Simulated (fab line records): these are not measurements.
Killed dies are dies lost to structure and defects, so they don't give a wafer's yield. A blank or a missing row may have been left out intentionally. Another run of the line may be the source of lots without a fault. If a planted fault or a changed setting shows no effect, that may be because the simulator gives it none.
fab line records	flow nand_harc
record: lots: 11	wafers: 33	last_day: 24
route steps=1159 shown P_M0@284 P_M2@331 P_BONDPAD@352 END@1159
lots with no fault: from the same line, run without faults
start_h: hours from the record's first day to the start of the lot's first wafer shown	wait_h: how many hours have passed since the lot's step before this one	" repeats the value in the row above	L1.1+2: one row covering several wafers at once	- no value, or no start given	* or withheld: withheld	< > ~ a bound
route shown NAME@n: a module of which the file shows steps, and the number in the route of the first	usual: mean/standard deviation of fault-free wafers	same: alike in all rows	chamber/n: place in a boat	sites: each site's reading	_std_site: the values' standard deviation	_edge_site: the outer-site mean with the inner-site mean subtracted	radius_mm: how far each site lies from the wafer's centre	mask NAME#n: copy n	behind: the last tool/chamber to shape the wafer	hold: what put the lot on hold/how long, in hours/how the hold closed	device: names the non-switching transistor (n, p or np)	end of line: the tests these same wafers got at the end of their route	where a step has no rows: the recipe by itself	killed: not the wafer's yield, but the dies lost to structure and defects at the first sort	map: per-die view of a wafer (x killed, . not killed, _ where there is no die)
set.NAME: the setting that was run; set.NAME@STEP: the one run at that earlier step	model.NAME: the simulator's own value behind a step, which no gauge read
one table for each step of the route and one row for each wafer, over a sample of lots
services: the hour from which a tool's chamber was out of use, counted from the record's first day as start_h (under 0 if before that day), plus the number of hours and why
== steps ==
step: NHARC_P_M0_DEP_32
recipe: target_thk_a: 300	temp_c: 370	target_thk_nm: 30	pressure_torr: 3	flow_sccm: 200	rf_w: 450	material: SiCN
usual: heater_power_w: 610/110	susceptor_temp_C: 370.05/0.19
lot.wafer	tool	chamber	start_h	wait_h	heater_power_w	susceptor_temp_C
L344.3	pecvd-03	0	129.21	0.1	667	370.25
L344.2	"	1	"	"	623	370.17
L344.4	"	0	"	"	676	370.13
L343.2	pecvd-04	0	129.44	0.1	492	369.97
L343.3	"	1	"	"	761	369.97
L343.1	"	2	"	"	453	369.94
L346.4	pecvd-04	0	146.89	0.2	447	370.03
L346.6	"	1	"	"	680	370.08
L346.5	"	2	"	"	514	370.19
L349.1	pecvd-04	2	162.14	0.1	516	370.12
L349.3	"	0	"	"	462	370.07
L349.4	"	1	"	"	785	369.88
L353.2	pecvd-03	0	195.48	0.1	666	370.07
L353.4	"	0	"	"	662	370.27
L353.6	"	2	"	"	656	369.79
L354.1	pecvd-03	1	198.72	0.1	650	370.18
L354.4	"	2	"	"	724	369.82
L354.6	"	1	"	"	531	370.21
L359.1	pecvd-02	2	215.19	0.1	592	369.95
L359.5	"	0	"	"	609	370.23
L359.6	"	1	"	"	553	369.94
L362.2	pecvd-03	1	241.06	0.1	614	370.33
L362.1	"	2	"	"	672	369.96
L362.6	"	1	"	"	586	370.05
L363.2	pecvd-04	1	245.24	0.1	795	370.27
L363.1	"	2	"	"	443	370.09
L363.3	"	0	"	"	509	370.02
L365.3	pecvd-03	0	246.38	0.1	732	370.07
L365.4	"	0	"	"	716	369.85
L365.6	"	1	"	"	585	369.95
L364.2	pecvd-03	1	246.87	0.1	607	370.18
L364.6	"	0	"	"	667	370.05
L364.5	"	2	"	"	760	370.10
step: NHARC_P_M2_DESCUM_14
recipe: time_s: 3	o2_flow_sccm: 200	ar_flow_sccm: 0	bias_power_w: 0	chemistry: O2
usual: drypump_motor_current_A: 5.8/0.57	oes_product_au: 0.999/0.007	rf_vpp_V: 57.8/0.9	showerhead_plenum_p_Torr: 1.92/0.05	throttle_valve_pct: 11.310/0.009
lot.wafer	tool	chamber	start_h	wait_h	drypump_motor_current_A	oes_product_au	rf_hours_counter_h	rf_vpp_V	showerhead_plenum_p_Torr	throttle_valve_pct
L344.2	rie_diel-04	1	134.92	0.1	5.0	1.006	0	57.9	1.91	11.313
L344.4	"	2	"	"	6.7	1.003	0	56.7	1.99	11.314
L344.3	"	3	"	"	5.5	0.998	0	57.4	1.94	11.303
L343.3	rie_diel-05	1	135.40	0.1	6.1	0.993	20	59.1	1.85	11.311
L343.2	"	2	"	"	4.7	1.002	25	57.2	1.92	11.302
L343.1	"	3	"	"	5.0	0.996	27	56.5	1.90	11.314
L346.4	rie_diel-04	1	152.62	0.1	5.1	1.007	1	57.0	1.91	11.309
L346.6	"	2	"	"	6.7	1.004	-	57.8	1.99	11.313
L346.5	"	3	"	"	5.6	0.993	-	57.8	1.94	11.315
L349.3	rie_diel-04	0	167.87	0.1	6.0	0.988	2	56.9	1.92	11.318
L349.4	"	1	"	"	5.1	0.999	2	57.7	1.91	11.326
L349.1	"	2	"	"	6.7	0.998	2	57.5	1.99	11.314
L353.2	rie_diel-04	2	200.92	0.1	6.7	1.007	3	57.7	1.99	11.331
L353.4	"	3	"	"	5.6	1.004	3	57.8	1.94	11.319
L353.6	"	2	"	"	6.7	1.001	-	57.6	1.99	11.311
L354.1	rie_diel-05	0	204.12	0.1	5.8	0.999	7	57.0	1.87	11.300
L354.6	"	0	"	"	5.8	0.998	-	58.5	1.87	11.317
L354.4	"	2	"	"	4.7	1.000	-	57.7	1.92	11.326
L359.1	rie_diel-04	2	220.86	0.1	6.7	0.997	4	58.0	1.99	11.298
L359.6	"	0	"	"	6.0	1.001	-	59.3	1.92	11.323
L359.5	"	2	"	"	6.7	1.000	-	58.3	1.99	11.307
L362.2	rie_diel-04	3	246.80	0.1	5.6	1.000	5	57.5	1.93	11.310
L362.1	"	0	"	"	6.0	1.001	5	58.4	1.91	11.312
L362.6	"	3	"	"	5.6	0.997	-	59.0	1.93	11.307
L363.1	rie_diel-04	3	251.22	0.1	5.5	1.003	5	58.6	1.93	11.300
L363.3	"	1	"	"	5.1	1.005	4	57.6	1.91	11.310
L363.2	"	2	"	"	6.7	1.002	5	57.5	1.99	11.301
L365.3	rie_diel-04	3	252.05	0.1	5.6	0.988	5	56.6	1.93	11.331
L365.4	"	2	"	"	6.7	1.016	6	57.6	1.98	11.310
L365.6	"	0	"	"	6.1	0.998	-	57.0	1.91	11.331
L364.2	rie_diel-04	0	252.66	0.1	6.1	0.979	5	58.6	1.91	11.298
L364.6	"	3	"	"	5.6	0.989	-	58.3	1.93	11.315
L364.5	"	0	"	"	6.1	0.977	-	57.7	1.91	11.314
step: NHARC_P_M2_ECD_22
recipe: target_thk_a: 4000	bath_temp_c: 25	material: Cu
usual: bath_heat_duty_pct: 6.6/0.76
lot.wafer	tool	chamber	start_h	wait_h	bath_heat_duty_pct
L344.2	ecd_cu-02	1	136.35	-	6.6
L344.3	"	0	"	"	6.2
L344.4	"	1	"	"	6.6
L343.2	ecd_cu-01	0	136.78	-	7.2
L343.1	"	1	"	"	6.3
L343.3	"	0	"	"	6.7
L346.4	ecd_cu-02	0	154.07	-	5.9
L346.5	"	0	"	"	6.1
L346.6	"	1	"	"	6.4
L349.1	ecd_cu-02	0	169.27	-	5.4
L349.3	"	0	"	"	5.6
L349.4	"	1	"	"	6.8
L353.2	ecd_cu-01	0	202.30	-	6.9
L353.4	"	0	"	"	7.4
L353.6	"	0	"	"	7.3
L354.1	ecd_cu-01	1	205.66	-	7.3
L354.4	"	1	"	"	6.0
L354.6	"	0	"	"	6.3
L359.1	ecd_cu-01	1	222.38	-	6.4
L359.6	"	0	"	"	7.4
L359.5	"	1	"	"	6.8
L362.1	ecd_cu-01	0	248.18	-	7.1
L362.2	"	1	"	"	7.2
L362.6	"	0	"	"	6.9
L363.1	ecd_cu-01	0	252.60	-	7.5
L363.2	"	1	"	"	6.1
L363.3	"	1	"	"	6.4
L365.3	ecd_cu-01	1	253.57	-	6.4
L365.4	"	0	"	"	7.0
L365.6	"	1	"	"	6.7
L364.2	ecd_cu-01	1	254.04	-	6.9
L364.5	"	1	"	"	7.0
L364.6	"	0	"	"	7.9
step: NHARC_P_M2_CMP_23
recipe: t_overpolish_s: 20	target_thk_nm: 144.3
usual: motor_current_A: 12.2/0.97	retaining_ring_pressure_frac: 1.001/0.0054	time_to_endpoint_s: 28.2/1.9
lot.wafer	tool	chamber	start_h	wait_h	motor_current_A	retaining_ring_pressure_frac	time_to_endpoint_s
L344.4	cmp-01	0	137.07	-	11.7	1.006	27.7
L344.3	"	1	"	"	13.5	0.998	25.9
L344.2	"	2	"	"	14.1	1.015	28.5
L343.2	cmp-04	1	137.54	-	12.4	1.000	28.1
L343.1	"	2	"	"	11.7	0.999	27.3
L343.3	"	3	"	"	12.0	1.005	28.9
L346.4	cmp-02	3	154.70	-	11.6	0.985	38.9
L346.5	"	3	"	"	11.5	0.993	37.3
L346.6	"	0	"	"	11.8	0.992	26.7
L349.3	cmp-04	2	170.04	-	11.6	1.002	39.8
L349.4	"	3	"	"	12.3	0.990	29.3
L349.1	"	0	"	"	10.5	0.990	39.9
L353.4	cmp-02	3	203.05	-	11.2	1.007	27.2
L353.2	"	1	"	"	11.3	0.999	30.1
L353.6	"	3	"	"	11.4	0.999	29.2
L354.1	cmp-01	2	206.33	-	14.5	1.005	25.3
L354.4	"	1	"	"	12.9	1.006	27.4
L354.6	"	3	"	"	11.8	1.005	30.0
L359.1	cmp-01	3	223.08	-	11.8	1.002	26.9
L359.6	"	2	"	"	14.4	1.003	29.0
L359.5	"	3	"	"	12.2	0.994	27.1
L362.2	cmp-02	1	248.95	-	10.9	1.008	29.9
L362.1	"	2	"	"	13.5	1.004	29.8
L362.6	"	3	"	"	11.7	0.993	28.6
L363.3	cmp-02	0	253.32	-	11.6	0.997	26.4
L363.1	"	1	"	"	11.8	1.000	30.0
L363.2	"	2	"	"	13.0	0.999	30.3
L365.3	cmp-01	0	254.20	-	11.1	1.002	27.7
L365.4	"	2	"	"	14.4	0.994	29.4
L365.6	"	0	"	"	12.4	1.000	30.4
L364.2	cmp-02	2	254.79	-	13.7	1.001	29.6
L364.5	"	2	"	"	13.5	1.001	30.9
L364.6	"	3	"	"	10.9	1.003	31.4
step: NHARC_P_BONDPAD_CMP_32
recipe: target_thk_nm: 200	material: SiCN
usual: motor_current_A: 12.1/0.91	retaining_ring_pressure_frac: 1.000/0.0054
lot.wafer	tool	chamber	start_h	wait_h	motor_current_A	retaining_ring_pressure_frac
L344.4	cmp-04	1	138.49	-	11.8	1.000
L344.3	"	2	"	"	12.2	1.005
L344.2	"	0	"	"	10.3	0.994
L343.1	cmp-04	3	138.98	-	12.4	1.007
L343.3	"	0	"	"	10.7	0.994
L343.2	"	1	"	"	11.4	1.001
L346.4	cmp-04	0	156.23	-	10.2	0.997
L346.6	"	1	"	"	11.5	1.002
L346.5	"	2	"	"	12.1	1.000
L349.3	cmp-03	2	171.52	-	12.7	1.014
L349.4	"	3	"	"	13.1	1.008
L349.1	"	0	"	"	14.3	0.996
L353.2	cmp-03	2	204.47	-	13.1	1.003
L353.4	"	1	"	"	13.9	1.004
L353.6	"	3	"	"	13.1	1.005
L354.4	cmp-04	2	208.32	-	12.0	1.001
L354.1	"	0	"	"	10.5	1.000
L354.6	"	2	"	"	12.1	1.000
L359.1	cmp-02	1	224.57	-	11.8	0.992
L359.5	"	3	"	"	11.3	1.003
L359.6	"	0	"	"	11.2	0.994
L362.2	cmp-02	1	250.34	-	10.8	1.006
L362.1	"	2	"	"	13.9	1.007
L362.6	"	1	"	"	11.4	1.000
L363.3	cmp-04	0	254.92	-	11.1	1.005
L363.1	"	1	"	"	11.9	1.006
L363.2	"	2	"	"	12.1	1.011
L365.4	cmp-04	3	255.86	-	12.3	0.995
L365.3	"	0	"	"	10.7	0.998
L365.6	"	1	"	"	11.4	0.992
L364.2	cmp-04	0	256.47	0.6	10.5	1.003
L364.6	"	1	"	"	11.9	0.997
L364.5	"	2	"	"	11.9	1.008
step: NHARC_END_SORT_01
recipe: temp_c: 25
usual: defect_limited_yield: 95.5/1.4	killed_at_array: 27/9.8	killed_at_other: 0.6/0.83	killed_at_periphery: 3.5/2.4	killed_dies: 31/9.6	killed_open: 3.1/1.9	killed_short: 2.0/1.5	sort_bin_2_pct: 1.4/0.6	sort_bin_3_pct: 0.26/0.23	sort_bin_4_pct: 2.8/0.89	sort_n_pass: 646/9.6	sort_rim_yield_pct: 96.6/2.5	sort_yield_pct: 95.5/1.4
same: gross_dies: 677	sort_bin_5_pct[%]: 0	sort_bin_6_pct[%]: 0	sort_bin_7_pct[%]: 0	sort_bin_8_pct[%]: 0	sort_rim_n_gross: 106.00
lot.wafer	tool	chamber	start_h	wait_h	defect_limited_yield[%]	killed_at_array	killed_at_other	killed_at_periphery	killed_dies	killed_open	killed_short	sort_bin_2_pct[%]	sort_bin_3_pct[%]	sort_bin_4_pct[%]	sort_n_pass	sort_rim_yield_pct[%]	sort_yield_pct[%]
L354.1	prober-01	0	542.45	2.5	92.3	50	0	2	52	2	5	2.2	0.74	4.7	625	99.1	92.3
L354.4	prober-01	0	544.86	3.4	95.0	34	0	0	34	2	2	1.6	0	3.4	643	90.6	95.0
L354.6	prober-01	0	546.46	4.0	95.7	29	0	0	29	2	0	1.9	0.15	2.2	648	93.4	95.7
L353.2	prober-02	0	552.56	2.8	93.1	45	0	2	47	5	7	1.9	0.44	4.6	630	99.1	93.1
L353.4	prober-02	0	554.17	3.4	94.2	35	0	4	39	5	5	1.9	0.59	3.2	638	97.2	94.2
L353.6	prober-02	0	555.77	4.0	95.1	30	0	3	33	5	2	1.6	0.15	3.1	644	97.2	95.1
killed by level:class
L354.1 A_SLIT:chamber_film_flake=23 A_CHANNEL_HOLE_D1:chamber_film_flake=18 A_SOURCE_PLATE:geometric_particle:short=2 A_CHANNEL_FILL_D1:geometric_particle:short=2 A_ONON_D1:geometric_particle:short=1 A_STAIRCASE:geometric_particle:open=1 A_WL_FILL:geometric_particle:open=1 P_ZERO_WELL:chamber_film_flake=1
L354.4 A_CHANNEL_HOLE_D1:chamber_film_flake=16 A_SLIT:chamber_film_flake=13 A_CONTACT:geometric_particle:open=2 A_CHANNEL_FILL_D1:geometric_particle:short=1 A_STAIRCASE:geometric_particle:short=1 A_CONTACT:chamber_film_flake=1
L354.6 A_CHANNEL_HOLE_D1:chamber_film_flake=14 A_SLIT:chamber_film_flake=8 A_STAIRCASE:chamber_film_flake=2 A_WL_FILL:geometric_particle:open=1 A_CONTACT:geometric_particle:open=1 A_ZERO_WELL:chamber_film_flake=1 A_CHANNEL_FILL_D1:chamber_film_flake=1 A_CONTACT:chamber_film_flake=1
L353.2 A_CHANNEL_HOLE_D1:chamber_film_flake=15 A_CONTACT:chamber_film_flake=11 A_SLIT:chamber_film_flake=4 A_M0:geometric_particle:short=3 A_CONTACT:geometric_particle:open=2 A_ZERO_WELL:chamber_film_flake=2 P_STI:geometric_particle:short=1 P_M0:geometric_particle:open=1
L353.4 A_CHANNEL_HOLE_D1:chamber_film_flake=18 A_SLIT:chamber_film_flake=4 A_CONTACT:chamber_film_flake=4 P_CONTACT:geometric_particle:open=2 A_CHANNEL_HOLE_D1:geometric_particle:short=2 A_CONTACT:geometric_particle:open=2 P_M1:geometric_particle:short=1 A_CONTACT:geometric_particle:short=1
L353.6 A_CHANNEL_HOLE_D1:chamber_film_flake=12 A_CONTACT:chamber_film_flake=6 A_SLIT:chamber_film_flake=5 A_CHANNEL_FILL_D1:geometric_particle:open=2 P_CONTACT:geometric_particle:open=1 P_CONTACT:geometric_particle:short=1 A_ONON_D1:geometric_particle:short=1 A_CONTACT:geometric_particle:open=1
== services ==
tool	chamber	start_h	hours	kind
pecvd-03	-	111.15	13.0	pm
rie_diel-04	-	111.90	9.0	pm
ecd_cu-01	-	127.59	0.4	repair
cmp-02	-	128.50	4.0	pm
cmp-03	-	156.00	4.0	pm
cmp-01	-	162.87	1.7	repair
rie_diel-05	-	163.60	9.0	pm
cmp-01	-	166.60	0.9	repair
cmp-03	-	179.77	0.4	repair
ecd_cu-02	-	180.21	8.0	pm
cmp-01	-	183.12	4.0	pm
rie_diel-05	3	185.74	23.8	repair
pecvd-04	-	195.11	13.0	pm
cmp-02	-	197.83	0.8	repair
ecd_cu-02	-	201.23	0.3	repair
cmp-04	-	203.00	4.0	pm
cmp-01	-	212.17	0.9	repair
rie_diel-04	1	218.09	9.9	repair
cmp-03	-	223.96	1.6	repair
cmp-02	-	226.19	1.0	repair
pecvd-03	1	230.01	7.7	repair
cmp-01	-	234.57	0.2	repair
cmp-04	-	238.24	1.5	repair
cmp-02	-	239.94	2.7	repair
== key ==
first_sign: step: NHARC_P_M2_CMP_23	reading: time_to_endpoint_s	direction: up	sigmas: 5.6	usual: *	struck: *
effect none on later readings
met_at NHARC_P_M2_ECD_22
struck_lots L346,L349
struck_wafers L346.4,L346.5,L349.1,L349.3
not_acting_at NHARC_P_M0_DEP_32,NHARC_P_M2_DESCUM_14,NHARC_P_BONDPAD_CMP_32
onset_between 136.35 154.07
fault: kind: process_parameter_drift	tool: ecd_cu-02	chamber: 0	onset_h: 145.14	steps: NHARC_P_M2_ECD_22	channel: target_thk_a	offset: *	shape: step	end_h: 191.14	acts_in: *	stated: *
